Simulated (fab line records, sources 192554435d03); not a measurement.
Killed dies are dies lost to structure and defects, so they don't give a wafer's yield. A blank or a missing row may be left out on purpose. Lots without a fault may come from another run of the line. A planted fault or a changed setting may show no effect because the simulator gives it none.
fab line records | flow n5_finfet
record lots=24 wafers=72 last_day=20
route steps=1938 shown BEOL_M4@1044
lots that met no fault: from a run of the same line without faults
start_h: hours from the record's first day to the start of the lot's first wafer shown | wait_h: hours since the lot's step before | " the same as in the row above | L1.1+2: a row that stands for several wafers | - no value, or no start given | * or withheld: withheld | < > ~ a bound
route shown NAME@n: a module of which the file shows steps, and the number in the route of the first | usual: mean/standard deviation of fault-free wafers | same: alike in all rows | chamber/n: place in a boat | sites: the reading at each site | _std_site: their standard deviation | _edge_site: outer sites' mean less inner sites' | radius_mm: how far each site lies from the wafer's centre | mask NAME#n: copy n | behind: the tool/chamber that last shaped the wafer | hold: why the lot was held/for how many hours/how that ended | device: the transistor (n, p or np) that didn't switch | end of line: the same wafers' tests at the end of the route | a step without rows: its recipe alone | killed: dies lost to structure and defects at the first sort, not the wafer's yield | map: a wafer's dies, x killed, . not, _ none there
set.NAME: the setting as run; set.NAME@STEP: as run at that earlier step | model.NAME: the simulator's own value behind a step, which no gauge read
steps of the route over a sample of lots; a table a step, a row a wafer
services: from which hour (start_h, from the record's first day; less than 0 if before it) a tool's chamber was out of use, for how many hours, and why
## steps
# step N5_BEOL_M4_HM_OPEN_17
# recipe chemistry=Cl2/BCl3 target_depth_a=200 overetch_a=60 target=TiN mask_material=SOC ion_energy_ev=150 pressure_mtorr=10 icp_w=1000 bias_w=126 Cl2_flow_sccm=53.25 bcl3_flow_sccm=21.75 Ar_flow_sccm=25
# usual bias_w=125.9/0.38 drypump_motor_current_A=5.9/0.32 oes_product_au=0.70/0.056 throttle_valve_pct=22.13/0.14
# columns lot.wafer tool chamber start_h wait_h bias_w drypump_motor_current_A oes_product_au rf_hours_counter_h throttle_valve_pct
L075.2 rie_metal-02 1 159.50 0.0 125.2 5.3 0.71 18 22.37
L075.5 " 1 " " 125.6 5.3 0.72 - 22.37
L075.6 " 0 " " 125.8 6.2 0.78 - 22.13
L074.2 rie_metal-02 1 161.86 0.0 126.4 5.3 0.71 18 22.37
L074.4 " 0 " " 126.5 6.2 0.78 - 22.11
L074.6 " 0 " " 126.1 6.2 0.78 - 22.12
L076.2 rie_metal-01 1 173.77 0.1 125.4 6.2 0.68 31 22.08
L076.3 " 0 " " 125.5 5.6 0.81 - 21.98
L076.4 " 1 " " 125.2 6.2 0.68 - 22.10
L077.2 rie_metal-01 1 181.63 0.0 125.6 6.2 0.69 32 22.07
L077.4 " 0 " " 125.8 5.6 0.82 - 21.99
L077.5 " 1 " " 126.2 6.2 0.67 - 22.07
L078.1 rie_metal-01 0 182.76 0.0 126.2 5.6 0.81 2 22.00
L078.2 " 1 " " 125.1 6.2 0.68 32 22.08
L078.6 " 0 " " 125.5 5.6 0.81 - 21.99
L079.2 rie_metal-02 0 188.70 0.0 126.1 6.2 0.76 10 22.13
L079.3 " 1 " " 125.8 5.3 0.70 - 22.39
L079.4 " 0 " " 126.0 6.2 0.76 - 22.13
L080.1 rie_metal-01 0 189.68 0.0 125.5 5.6 0.80 3 22.01
L080.3 " 1 " " 125.9 6.2 0.68 - 22.08
L080.4 " 0 " " 125.8 5.6 0.79 - 21.99
L081.3 rie_metal-02 0 195.02 0.1 125.8 6.2 0.76 - 22.13
L081.5 " 0 " " 125.2 6.2 0.75 - 22.14
L081.6 " 1 " " 126.1 5.3 0.72 - 22.34
L082.1 rie_metal-01 0 208.82 0.0 125.9 5.6 0.78 5 22.01
L082.3 " 0 " " 125.8 5.6 0.78 - 22.01
L082.5 " 1 " " 125.7 6.2 0.66 - 22.10
L083.3 rie_metal-02 0 211.99 0.1 126.1 6.2 0.75 - 22.13
L083.4 " 1 " " 125.8 5.3 0.70 - 22.40
L083.5 " 0 " " 126.1 6.2 0.75 - 22.14
L084.2 rie_metal-02 1 217.99 0.0 125.3 5.3 0.70 23 22.37
L084.5 " 0 " " 125.9 6.2 0.74 - 22.15
L084.6 " 1 " " 126.2 5.3 0.70 - 22.39
L085.1 rie_metal-03 1 220.81 0.0 126.8 6.0 0.70 28 22.22
L085.3 " 1 " " 126.0 6.0 0.70 - 22.21
L085.6 " 1 " " 126.1 6.0 0.69 - 22.20
L087.1 rie_metal-02 0 275.00 0.0 125.6 6.2 0.73 18 22.16
L087.2 " 1 " " 126.2 5.3 0.69 28 22.39
L087.5 " 0 " " 125.6 6.2 0.73 - 22.14
L088.1 rie_metal-01 0 285.19 0.0 125.9 5.6 0.74 13 22.01
L088.2 " 1 " " 126.4 6.2 0.66 42 22.11
L088.4 " 0 " " 125.6 5.6 0.75 - 22.01
L086.1 rie_metal-03 0 285.27 0.0 126.3 6.0 0.61 58 21.96
L086.5 " 1 " " 126.6 5.9 0.67 - 22.23
L086.6 " 0 " " 126.4 6.0 0.61 - 21.97
L089.3 rie_metal-03 0 289.20 0.1 125.7 5.9 0.62 - 21.94
L089.4 " 1 " " 126.1 5.9 0.68 - 22.24
L089.6 " 0 " " 125.7 6.0 0.61 - 21.94
L091.3 rie_metal-01 1 289.43 0.1 125.6 6.2 0.65 - 22.10
L091.5 " 0 " " 126.1 5.6 0.74 - 22.04
L091.6 " 1 " " 125.9 6.2 0.65 - 22.09
L095.3 rie_metal-03 0 291.60 0.1 126.0 6.0 0.62 - 21.95
L095.5 " 0 " " 125.8 6.0 0.62 - 21.94
L095.6 " 1 " " 125.9 5.9 0.68 - 22.24
L096.1 rie_metal-01 1 291.67 0.0 126.4 6.2 0.66 42 22.10
L096.5 " 0 " " 125.4 5.6 0.74 - 22.02
L096.6 " 1 " " 125.9 6.2 0.65 - 22.11
L093.3 rie_metal-03 0 292.86 0.1 126.0 6.0 0.62 - 21.94
L093.4 " 1 " " 125.5 6.0 0.67 - 22.24
L093.6 " 1 " " 125.8 5.9 0.67 - 22.24
L090.2 rie_metal-03 0 294.86 0.0 126.1 5.9 0.61 59 21.95
L090.4 " 0 " " 126.7 5.9 0.62 - 21.96
L090.5 " 0 " " 125.8 5.9 0.62 - 21.94
L094.1 rie_metal-02 1 295.09 0.0 125.8 5.3 0.69 29 22.40
L094.4 " 0 " " 125.3 6.2 0.73 - 22.16
L094.5 " 1 " " 126.0 5.3 0.69 - 22.38
L092.1 rie_metal-01 1 295.43 0.0 125.6 6.2 0.65 43 22.10
L092.3 " 0 " " 125.8 5.6 0.74 - 22.04
L092.5 " 0 " " 126.3 5.6 0.74 - 22.02
L097.4 rie_metal-03 0 299.48 0.1 125.3 6.0 0.61 - 21.95
L097.5 " 1 " " 125.7 5.9 0.68 - 22.23
L097.6 " 0 " " 125.6 6.0 0.61 - 21.95
# step N5_BEOL_M4_OVL_MEAS_29
# recipe points_per_wafer=522
# usual V3_OVL=-0.4/0.66
# columns lot.wafer tool chamber start_h wait_h V3_OVL[nm]
L075.2 overlay-01 0 160.09 0.0 0.0
L075.5 " 0 " " -0.4
L075.6 " 0 " " -0.9
L074.2 overlay-02 0 162.39 0.0 -0.9
L074.4 " 0 " " -1.1
L074.6 " 0 " " -0.9
L076.2 overlay-02 0 174.56 0.0 -0.4
L076.3 " 0 " " -0.5
L076.4 " 0 " " -0.4
L077.2 overlay-01 0 182.26 0.0 -1.1
L077.4 " 0 " " -0.8
L077.5 " 0 " " -0.3
L078.1 overlay-02 0 183.35 0.0 -0.1
L078.2 " 0 " " -0.2
L078.6 " 0 " " -0.1
L079.2 overlay-02 0 189.39 0.0 -2.0
L079.3 " 0 " " -1.3
L079.4 " 0 " " -1.8
L080.1 overlay-01 0 190.37 0.0 -0.3
L080.3 " 0 " " 0.3
L080.4 " 0 " " 0.1
L081.3 overlay-01 0 195.58 0.0 -0.8
L081.5 " 0 " " -1.4
L081.6 " 0 " " -1.2
L082.1 overlay-02 0 211.77 0.0 0.4
L082.3 " 0 " " -0.7
L082.5 " 0 " " -0.1
L083.3 overlay-01 0 212.50 0.0 0.7
L083.4 " 0 " " 0.1
L083.5 " 0 " " 1.3
L084.2 overlay-02 0 218.56 0.0 0.3
L084.5 " 0 " " -0.6
L084.6 " 0 " " 0.2
L085.1 overlay-02 0 221.46 0.0 -0.5
L085.3 " 0 " " -0.5
L085.6 " 0 " " -0.7
L087.1 overlay-02 0 275.55 0.0 -0.1
L087.2 " 0 " " -0.4
L087.5 " 0 " " 0.3
L088.1 overlay-01 0 285.72 0.0 0.2
L088.2 " 0 " " 0.4
L088.4 " 0 " " 0.3
L086.1 overlay-02 0 285.93 0.0 1.1
L086.5 " 0 " " 0.3
L086.6 " 0 " " -0.9
L089.3 overlay-01 0 289.72 0.0 -0.2
L089.4 " 0 " " -0.4
L089.6 " 0 " " -1.0
L091.3 overlay-02 0 290.06 0.0 0.1
L091.5 " 0 " " -0.7
L091.6 " 0 " " 0.6
L095.3 overlay-02 0 292.12 0.0 -0.6
L095.5 " 0 " " 0.1
L095.6 " 0 " " -0.2
L096.1 overlay-01 0 292.20 0.0 -1.5
L096.5 " 0 " " -0.9
L096.6 " 0 " " -1.0
L093.3 overlay-02 0 293.37 0.0 -1.1
L093.4 " 0 " " -0.5
L093.6 " 0 " " -1.3
L090.2 overlay-01 0 295.40 0.0 -0.2
L090.4 " 0 " " -0.8
L090.5 " 0 " " -0.4
L094.1 overlay-02 0 295.75 0.0 -0.9
L094.4 " 0 " " 0.4
L094.5 " 0 " " -1.2
L092.1 overlay-01 0 296.07 0.0 -1.0
L092.3 " 0 " " -0.2
L092.5 " 0 " " -1.1
L097.4 overlay-02 0 305.01 0.0 0.4
L097.5 " 0 " " 0.7
L097.6 " 0 " " 0.0
# step N5_BEOL_M4_VIA_ETCH_34
# recipe chemistry=C4F6/O2 target_depth_a=694 mask_material=SOC pressure_mtorr=15 ion_energy_ev=250 taper_deg=4 time_s=65.9 source_w=350 bias_w=170 Ar_flow_sccm=300 C4F6_flow_sccm=10 O2_flow_sccm=10
# usual bias_w=170.1/0.52 drypump_motor_current_A=5.8/0.46 oes_o_777_au=0.82/0.09 oes_product_au=0.82/0.084 rf_vpp_V=666/12 showerhead_plenum_p_Torr=2.83/0.07 throttle_valve_pct=30.6/0.31
# columns lot.wafer tool chamber start_h wait_h bias_w drypump_motor_current_A oes_o_777_au oes_product_au rf_hours_counter_h rf_vpp_V showerhead_plenum_p_Torr throttle_valve_pct
L075.2 rie_diel-01 1 160.69 0.0 169.9 6.0 0.81 0.82 72 679 2.85 30.2
L075.5 " 0 " " 169.8 5.8 1.00 0.96 - 659 2.89 30.0
L075.6 " 1 " " 170.4 6.0 0.81 0.82 - 679 2.85 30.2
L074.2 rie_diel-06 3 163.77 0.0 170.5 5.6 0.71 0.70 229 650 2.79 30.5
L074.4 " 1 " " 169.5 5.3 0.70 0.72 202 650 2.70 30.7
L074.6 " 1 " " 170.4 5.3 0.70 0.72 - 648 2.70 30.7
L076.2 rie_diel-01 1 177.42 0.0 170.8 6.0 0.81 0.81 79 680 2.85 30.2
L076.3 " 2 " " 169.7 5.4 0.84 0.84 51 651 2.77 30.8
L076.4 " 3 " " 170.4 6.0 0.76 0.79 106 672 2.87 31.0
L077.2 rie_diel-01 1 184.02 0.0 170.1 6.0 0.81 0.81 81 679 2.85 30.2
L077.4 " 2 " " 170.0 5.4 0.84 0.83 54 651 2.77 30.9
L077.5 " 0 " " 171.2 5.8 0.97 0.94 - 659 2.88 30.0
L078.1 rie_diel-05 2 184.89 0.0 170.7 6.1 0.94 0.97 7 665 2.91 30.6
L078.2 " 3 " " 170.7 6.6 0.89 0.91 15 680 2.79 30.3
L078.6 " 1 " " 170.1 5.8 0.72 0.69 - 673 2.71 31.0
L079.2 rie_diel-06 2 190.62 0.0 170.0 4.6 0.81 0.83 93 682 2.85 30.9
L079.3 " 1 " " 170.4 5.3 0.70 0.71 211 651 2.70 30.7
L079.4 " 0 " " 170.0 5.5 0.80 0.83 70 667 2.88 30.4
L080.1 rie_diel-06 0 194.01 0.0 170.0 5.4 0.80 0.82 71 666 2.88 30.4
L080.3 " 1 " " 170.2 5.3 0.69 0.71 212 650 2.70 30.7
L080.4 " 3 " " 169.0 5.6 0.70 0.69 240 649 2.78 30.5
L081.3 rie_diel-05 3 196.86 0.0 169.0 6.6 0.88 0.92 19 681 2.79 30.3
L081.5 " 3 " " 170.4 6.6 0.89 0.92 - 681 2.79 30.3
L081.6 " 2 " " 169.4 6.1 0.93 0.95 - 664 2.91 30.6
L082.1 rie_diel-01 3 212.26 0.0 170.0 6.0 0.75 0.78 118 673 2.86 31.0
L082.3 " 2 " " 170.1 5.4 0.83 0.82 63 652 2.77 30.9
L082.5 " 1 " " 170.7 6.0 0.79 0.81 - 680 2.84 30.2
L083.3 rie_diel-05 1 214.76 0.0 170.4 5.8 0.71 0.69 225 673 2.70 30.9
L083.4 " 0 " " 169.9 5.7 0.72 0.71 239 653 2.81 30.7
L083.5 " 0 " " 170.2 5.7 0.72 0.71 - 654 2.81 30.7
L084.2 rie_diel-06 2 219.29 0.0 170.6 4.6 0.80 0.81 103 682 2.85 30.9
L084.5 " 2 " " 170.2 4.6 0.80 0.81 - 683 2.85 30.9
L084.6 " 3 " " 169.4 5.6 0.70 0.68 - 648 2.78 30.5
L085.1 rie_diel-01 2 222.07 0.0 169.6 5.4 0.82 0.81 68 652 2.77 30.9
L085.3 " 3 " " 170.9 6.1 0.74 0.78 123 672 2.86 31.0
L085.6 " 3 " " 170.0 6.1 0.74 0.77 - 672 2.86 31.0
L087.1 rie_diel-06 0 280.42 0.0 169.9 5.4 0.77 0.79 104 666 2.87 30.5
L087.2 " 1 " " 170.1 5.3 0.67 0.68 246 649 2.68 30.8
L087.5 " 1 " " 170.5 5.3 0.67 0.68 - 650 2.68 30.7
L088.1 rie_diel-05 2 293.48 0.0 169.5 6.1 0.86 0.88 43 664 2.89 30.7
L088.2 " 3 " " 169.5 6.6 0.83 0.85 52 681 2.77 30.3
L088.4 " 2 " " 170.7 6.1 0.87 0.88 - 663 2.89 30.7
L086.1 rie_diel-01 0 293.52 0.0 170.6 5.8 0.91 0.87 61 658 2.87 30.1
L086.5 " 1 " " 168.9 5.9 0.76 0.77 - 678 2.83 30.2
L086.6 " 0 " " 170.0 5.8 0.91 0.87 - 658 2.87 30.1
L093.3 rie_diel-01 1 297.79 0.0 170.9 6.0 0.77 0.77 119 679 2.83 30.3
L093.4 " 0 " " 170.3 5.8 0.90 0.87 62 659 2.87 30.1
L093.6 " 3 " " 171.0 6.0 0.72 0.74 - 672 2.85 31.0
L089.3 rie_diel-05 3 302.86 0.0 170.0 6.6 0.82 0.84 55 680 2.77 30.3
L089.4 " 2 " " 169.5 6.1 0.86 0.88 46 663 2.89 30.7
L089.6 " 2 " " 170.3 6.1 0.86 0.87 - 664 2.89 30.7
L094.1 rie_diel-01 0 303.32 0.0 170.5 5.8 0.90 0.87 64 659 2.87 30.1
L094.4 " 1 " " 171.1 6.0 0.76 0.77 121 680 2.83 30.3
L094.5 " 0 " " 169.6 5.8 0.90 0.87 - 658 2.87 30.1
L096.1 rie_diel-05 2 303.33 0.0 170.5 6.1 0.86 0.88 46 664 2.89 30.7
L096.5 " 1 " " 170.3 5.8 1.04 1.02 - 684 3.03 30.7
L096.6 " 2 " " 170.6 6.1 0.86 0.89 - 664 2.89 30.7
L091.3 rie_diel-01 1 315.62 0.0 169.7 6.0 0.76 0.77 124 679 2.83 30.3
L091.5 " 0 " " 170.2 5.8 0.90 0.86 - 658 2.86 30.1
L091.6 " 3 " " 170.5 6.0 0.72 0.74 - 671 2.85 31.1
L090.2 rie_diel-05 1 320.42 0.0 169.8 5.8 1.02 1.00 3 685 3.03 30.7
L090.4 " 3 " " 170.4 6.6 0.82 0.83 57 679 2.77 30.4
L090.5 " 2 " " 169.2 6.1 0.86 0.87 - 665 2.89 30.7
L095.3 rie_diel-06 3 320.54 0.0 169.6 5.6 0.89 0.89 25 649 2.77 30.5
L095.5 " 0 " " 169.3 5.5 0.75 0.77 - 665 2.86 30.5
L095.6 " 3 " " 169.5 5.6 0.90 0.89 - 648 2.77 30.5
L092.1 rie_diel-05 1 326.19 0.0 170.2 5.8 1.02 0.99 4 684 3.03 30.7
L092.3 " 0 " " 170.1 5.6 0.94 0.92 17 654 2.80 30.8
L092.5 " 1 " " 169.1 5.8 1.01 1.00 - 683 3.03 30.6
L097.4 rie_diel-01 3 327.27 0.0 169.6 6.0 0.72 0.74 159 673 2.85 31.1
L097.5 " 3 " " 169.6 6.0 0.72 0.74 - 672 2.84 31.1
L097.6 " 0 " " 170.6 5.8 0.90 0.87 - 658 2.86 30.1
# step N5_BEOL_M4_ETCH_41
# recipe chemistry=CH3F/O2 target=SiCN target_depth_a=299 taper_deg=2 time_s=52.5 ion_energy_ev=120 mask_material=TiN pressure_mtorr=30 source_w=395 bias_w=75 Ar_flow_sccm=150 CH3F_flow_sccm=30 O2_flow_sccm=20
# usual CH3F_flow_sccm=30.01/0.084 bias_w=74.99/0.22 drypump_motor_current_A=5.8/0.46 oes_product_au=0.82/0.084 rf_vpp_V=297.2/1.3 showerhead_plenum_p_Torr=1.99/0.051 throttle_valve_pct=16.20/0.27
# columns lot.wafer tool chamber start_h wait_h CH3F_flow_sccm bias_w drypump_motor_current_A oes_product_au rf_hours_counter_h rf_vpp_V showerhead_plenum_p_Torr throttle_valve_pct
L075.2 rie_diel-01 1 - - 30.03 74.96 6.0 0.83 72 299.1 2.01 16.01
L075.5 " 0 " " 30.09 74.99 5.8 0.97 - 298.1 2.03 15.78
L075.6 " 1 " " 30.10 75.03 6.0 0.82 - 298.2 2.01 16.01
L074.2 rie_diel-06 3 - - 29.84 74.65 5.6 0.69 229 296.5 1.96 16.38
L074.4 " 1 " " 29.87 74.92 5.3 0.72 203 294.2 1.89 16.33
L074.6 " 1 " " 29.88 75.04 5.3 0.71 - 295.3 1.89 16.34
L076.2 rie_diel-01 1 - - 30.14 74.76 6.0 0.81 79 298.8 2.01 16.01
L076.3 " 2 " " 29.91 75.49 5.4 0.83 51 296.5 1.95 16.29
L076.4 " 3 " " 30.00 75.07 6.0 0.78 106 298.4 2.02 16.58
L077.2 rie_diel-01 1 - - 29.96 74.83 6.0 0.81 81 297.8 2.01 16.03
L077.4 " 2 " " 30.10 74.74 5.4 0.83 54 297.1 1.95 16.32
L077.5 " 0 " " 29.92 75.17 5.8 0.94 - 297.8 2.03 15.81
L078.1 rie_diel-05 2 - - 30.05 74.82 6.1 0.96 7 298.4 2.05 15.94
L078.2 " 3 " " 29.95 75.06 6.6 0.91 15 298.0 1.96 15.84
L078.6 " 1 " " 30.06 74.89 5.8 0.68 - 294.2 1.90 16.61
L079.2 rie_diel-06 2 - - 30.17 75.08 4.6 0.82 93 297.7 2.01 16.47
L079.3 " 1 " " 29.85 74.93 5.3 0.70 211 295.0 1.89 16.34
L079.4 " 0 " " 30.03 74.98 5.5 0.82 70 297.0 2.03 15.98
L080.1 rie_diel-06 0 - - 30.13 75.03 5.5 0.82 71 296.7 2.03 15.99
L080.3 " 1 " " 29.91 74.91 5.3 0.70 212 295.8 1.89 16.36
L080.4 " 3 " " 30.13 75.12 5.6 0.69 240 296.2 1.96 16.40
L081.3 rie_diel-05 3 - - 30.05 75.35 6.6 0.90 19 296.5 1.96 15.85
L081.5 " 3 " " 30.04 75.24 6.6 0.91 - 297.1 1.96 15.85
L081.6 " 2 " " 29.97 74.50 6.1 0.96 - 297.2 2.05 15.95
L082.1 rie_diel-01 3 - - 29.88 75.00 6.0 0.78 118 298.1 2.01 16.62
L082.3 " 2 " " 30.12 75.18 5.4 0.82 63 295.0 1.95 16.32
L082.5 " 1 " " 29.83 75.17 6.0 0.81 - 296.9 2.01 16.03
L083.3 rie_diel-05 1 - - 29.96 74.73 5.8 0.69 225 296.2 1.90 16.63
L083.4 " 0 " " 30.14 75.65 5.7 0.70 239 297.1 1.98 16.50
L083.5 " 0 " " 30.06 74.88 5.7 0.70 - 295.6 1.98 16.50
L084.2 rie_diel-06 2 - - 29.99 75.02 4.6 0.80 103 297.5 2.01 16.46
L084.5 " 2 " " 29.87 74.84 4.6 0.81 - 295.8 2.01 16.47
L084.6 " 3 " " 29.86 75.10 5.6 0.68 - 296.8 1.96 16.42
L085.1 rie_diel-01 2 - - 29.94 75.38 5.4 0.81 68 295.8 1.95 16.34
L085.3 " 3 " " 30.08 75.35 6.0 0.77 123 298.4 2.01 16.62
L085.6 " 3 " " 29.97 75.29 6.0 0.77 - 296.2 2.01 16.62
L087.1 rie_diel-06 0 - - 29.90 74.74 5.5 0.79 105 298.1 2.02 16.06
L087.2 " 1 " " 30.00 74.89 5.3 0.68 246 294.3 1.88 16.41
L087.5 " 1 " " 30.12 75.17 5.3 0.68 - 292.5 1.88 16.41
L088.1 rie_diel-05 2 - - 29.94 75.24 6.1 0.89 43 296.5 2.04 16.01
L088.2 " 3 " " 30.04 74.71 6.6 0.85 52 295.3 1.95 15.93
L088.4 " 2 " " 29.93 75.25 6.1 0.88 - 298.8 2.04 16.02
L086.1 rie_diel-01 0 - - 30.01 75.31 5.8 0.87 61 297.5 2.02 15.89
L086.5 " 1 " " 30.01 75.07 6.0 0.78 - 296.2 2.00 16.09
L086.6 " 0 " " 30.02 75.31 5.8 0.88 - 297.2 2.02 15.88
L093.3 rie_diel-01 1 - - 30.03 75.33 5.9 0.78 119 297.1 2.00 16.11
L093.4 " 0 " " 29.95 75.16 5.8 0.87 62 298.2 2.02 15.89
L093.6 " 3 " " 29.97 75.27 6.0 0.76 - 297.6 2.00 16.67
L089.3 rie_diel-05 3 - - 29.98 74.77 6.6 0.84 55 297.2 1.95 15.92
L089.4 " 2 " " 29.94 74.94 6.1 0.88 46 296.8 2.04 16.02
L089.6 " 2 " " 29.96 74.95 6.1 0.88 - 297.7 2.04 16.02
L094.1 rie_diel-01 0 - - 29.98 74.83 5.8 0.87 64 297.3 2.02 15.89
L094.4 " 1 " " 30.10 74.53 6.0 0.78 121 296.7 1.99 16.10
L094.5 " 0 " " 29.98 75.01 5.8 0.87 - 296.4 2.02 15.89
L096.1 rie_diel-05 2 - - 30.05 74.98 6.1 0.87 47 297.3 2.04 16.02
L096.5 " 1 " " 30.06 75.11 5.8 1.02 - 298.6 2.14 16.18
L096.6 " 2 " " 29.85 74.39 6.1 0.88 - 299.0 2.04 16.03
L091.3 rie_diel-01 1 - - 29.96 75.01 6.0 0.78 124 297.7 1.99 16.08
L091.5 " 0 " " 30.11 75.07 5.8 0.86 - 298.6 2.02 15.89
L091.6 " 3 " " 30.08 74.84 6.0 0.74 - 297.5 2.00 16.68
L090.2 rie_diel-05 1 - - 30.05 74.99 5.8 1.00 3 299.8 2.14 16.20
L090.4 " 3 " " 30.02 74.62 6.6 0.84 57 295.6 1.95 15.93
L090.5 " 2 " " 29.97 74.77 6.1 0.88 - 297.7 2.04 16.03
L095.3 rie_diel-06 3 - - 29.99 75.04 5.6 0.89 25 296.0 1.95 16.03
L095.5 " 0 " " 30.05 74.96 5.4 0.77 - 298.0 2.02 16.08
L095.6 " 3 " " 30.00 74.97 5.6 0.89 - 296.4 1.95 16.04
L092.1 rie_diel-05 1 - - 29.92 75.01 5.8 1.00 4 299.8 2.14 16.19
L092.3 " 0 " " 29.90 75.00 5.7 0.91 17 298.9 1.97 16.16
L092.5 " 1 " " 29.85 75.04 5.8 0.98 - 300.6 2.14 16.17
L097.4 rie_diel-01 3 - - 29.93 75.00 6.0 0.74 159 296.1 2.00 16.70
L097.5 " 3 " " 30.00 75.08 6.0 0.74 - 297.1 2.00 16.68
L097.6 " 0 " " 30.10 75.18 5.8 0.86 - 297.9 2.02 15.89
# step N5_BEOL_M4_ANNEAL_49
# recipe temp_c=400 time_s=240 ambient=vacuum
# usual heater_power_w=862/71
# columns lot.wafer tool chamber start_h wait_h heater_power_w
L075.2 pvd_sputter-03 - 162.00 0.0 913
L075.5 " - " " 936
L075.6 " - " " 926
L074.2 pvd_sputter-03 - 166.98 0.0 926
L074.4 " - " " 780
L074.6 " - " " 921
L076.2 pvd_sputter-02 - 178.89 0.0 837
L076.3 " - " " 873
L076.4 " - " " 751
L077.2 pvd_sputter-03 - 185.89 0.0 779
L077.4 " - " " 928
L077.5 " - " " 932
L078.1 pvd_sputter-02 - 187.37 0.0 759
L078.2 " - " " 844
L078.6 " - " " 900
L079.2 pvd_sputter-01 - 192.34 0.0 863
L079.3 " - " " 825
L079.4 " - " " 735
L080.1 pvd_sputter-01 - 195.40 0.0 874
L080.3 " - " " 936
L080.4 " - " " 806
L081.3 pvd_sputter-02 - 198.96 0.0 909
L081.5 " - " " 780
L081.6 " - " " 780
L082.1 pvd_sputter-02 - 213.35 0.0 769
L082.3 " - " " 897
L082.5 " - " " 775
L083.3 pvd_sputter-02 - 216.36 0.0 884
L083.4 " - " " 783
L083.5 " - " " 809
L084.2 pvd_sputter-03 - 220.38 0.0 766
L084.5 " - " " 920
L084.6 " - " " 776
L085.1 pvd_sputter-03 - 223.16 0.0 928
L085.3 " - " " 927
L085.6 " - " " 782
L087.1 pvd_sputter-01 - 282.52 0.0 870
L087.2 " - " " 939
L087.5 " - " " 916
L088.1 pvd_sputter-01 - 295.13 0.0 867
L088.2 " - " " 939
L088.4 " - " " 815
L086.1 pvd_sputter-03 - 296.88 0.0 761
L086.5 " - " " 913
L086.6 " - " " 942
L093.3 pvd_sputter-03 - 300.56 0.0 931
L093.4 " - " " 789
L093.6 " - " " 928
L089.3 pvd_sputter-03 - 304.47 0.0 959
L089.4 " - " " 932
L089.6 " - " " 931
L094.1 pvd_sputter-02 - 306.14 0.0 867
L094.4 " - " " 772
L094.5 " - " " 781
L096.1 pvd_sputter-03 - 306.31 0.0 753
L096.5 " - " " 928
L096.6 " - " " 918
L091.3 pvd_sputter-01 - 318.71 0.0 738
L091.5 " - " " 862
L091.6 " - " " 923
L090.2 pvd_sputter-01 - 322.01 0.0 955
L090.4 " - " " 741
L090.5 " - " " 803
L095.3 pvd_sputter-01 - 324.33 0.0 873
L095.5 " - " " 868
L095.6 " - " " 943
L092.1 pvd_sputter-03 - 327.34 0.0 747
L092.3 " - " " 921
L092.5 " - " " 784
L097.4 pvd_sputter-03 - 329.25 0.1 924
L097.5 " - " " 905
L097.6 " - " " 776
# step N5_BEOL_M4_SPUTTER_88
# recipe material=Cu target_thk_a=45 temp_c=-20 chamber_pressure_pa=0.07 power_w=withheld time_s=8.29
# usual throttle_valve_pct=30.1/1.1
# columns lot.wafer tool chamber start_h wait_h throttle_valve_pct
L075.2 pvd_sputter-03 - 162.80 0.1 29.1
L075.5 " - " " 30.6
L075.6 " - " " 29.1
L074.2 pvd_sputter-03 - 167.78 0.1 30.6
L074.4 " - " " 30.2
L074.6 " - " " 30.9
L076.2 pvd_sputter-02 - 179.69 0.1 30.7
L076.3 " - " " 28.0
L076.4 " - " " 31.8
L077.2 pvd_sputter-03 - 186.69 0.1 30.1
L077.4 " - " " 29.5
L077.5 " - " " 30.6
L078.1 pvd_sputter-02 - 188.17 0.1 31.3
L078.2 " - " " 30.6
L078.6 " - " " 28.3
L079.2 pvd_sputter-01 - 193.14 0.1 31.2
L079.3 " - " " 30.3
L079.4 " - " " 28.1
L080.1 pvd_sputter-01 - 196.20 0.1 31.3
L080.3 " - " " 31.5
L080.4 " - " " 30.7
L081.3 pvd_sputter-02 - 199.76 0.1 28.0
L081.5 " - " " 30.1
L081.6 " - " " 31.5
L082.1 pvd_sputter-02 - 214.15 0.1 31.4
L082.3 " - " " 28.1
L082.5 " - " " 31.4
L083.3 pvd_sputter-02 - 217.16 0.1 28.0
L083.4 " - " " 30.0
L083.5 " - " " 30.0
L084.2 pvd_sputter-03 - 221.25 0.1 30.4
L084.5 " - " " 29.8
L084.6 " - " " 30.3
L085.1 pvd_sputter-03 - 224.02 0.1 30.7
L085.3 " - " " 29.8
L085.6 " - " " 30.5
L087.1 pvd_sputter-01 - 283.32 0.1 31.2
L087.2 " - " " 31.3
L087.5 " - " " 31.6
L088.1 pvd_sputter-01 - 295.93 0.1 31.2
L088.2 " - " " 31.5
L088.4 " - " " 30.6
L086.1 pvd_sputter-03 - 297.68 0.1 30.1
L086.5 " - " " 30.6
L086.6 " - " " 28.9
L093.3 pvd_sputter-03 - 301.36 0.1 30.8
L093.4 " - " " 30.3
L093.6 " - " " 29.2
L089.3 pvd_sputter-03 - 305.27 0.1 29.0
L089.4 " - " " 29.5
L089.6 " - " " 30.8
L094.1 pvd_sputter-02 - 306.94 0.1 30.5
L094.4 " - " " 30.1
L094.5 " - " " 31.3
L096.1 pvd_sputter-03 - 310.26 0.1 30.3
L096.5 " - " " 29.5
L096.6 " - " " 31.1
L091.3 pvd_sputter-01 - 319.51 0.1 28.2
L091.5 " - " " 31.0
L091.6 " - " " 31.7
L090.2 pvd_sputter-01 - 322.81 0.1 31.5
L090.4 " - " " 28.1
L090.5 " - " " 30.8
L095.3 pvd_sputter-01 - 325.13 0.1 31.3
L095.5 " - " " 31.1
L095.6 " - " " 31.7
L092.1 pvd_sputter-03 - 328.14 0.1 30.5
L092.3 " - " " 28.9
L092.5 " - " " 30.5
L097.4 pvd_sputter-03 - 330.02 0.0 29.0
L097.5 " - " " 29.7
L097.6 " - " " 30.3
## services
# columns tool chamber start_h hours kind
rie_metal-02 0 137.10 13.2 repair
rie_metal-01 - 137.60 1.4 pm
rie_metal-02 - 138.44 0.5 repair
rie_diel-05 2 147.93 - clean
rie_diel-05 2 147.93 - consumable_replace:focus_ring
rie_diel-05 2 147.93 15.4 scheduled_down
rie_diel-05 2 147.93 15.4 vent_cycle
rie_metal-03 0 166.05 1.4 repair
rie_diel-06 1 168.38 3.6 repair
rie_metal-03 0 187.29 8.3 repair
rie_metal-03 1 242.54 4.7 repair
rie_diel-05 0 243.82 - clean
rie_diel-05 0 243.82 - consumable_replace:focus_ring
rie_diel-05 0 243.82 17.7 scheduled_down
rie_diel-05 0 243.82 17.7 vent_cycle
rie_metal-03 0 253.58 10.4 repair
rie_diel-05 3 276.08 2.3 repair
rie_diel-05 1 281.57 - clean
rie_diel-05 1 281.57 - consumable_replace:focus_ring
rie_diel-06 3 293.23 2.9 repair
rie_diel-06 2 303.16 1.3 repair
pvd_sputter-01 - 303.96 11.5 repair
rie_diel-01 2 315.19 3.4 repair
rie_diel-01 0 316.28 5.0 repair
## key
fault none
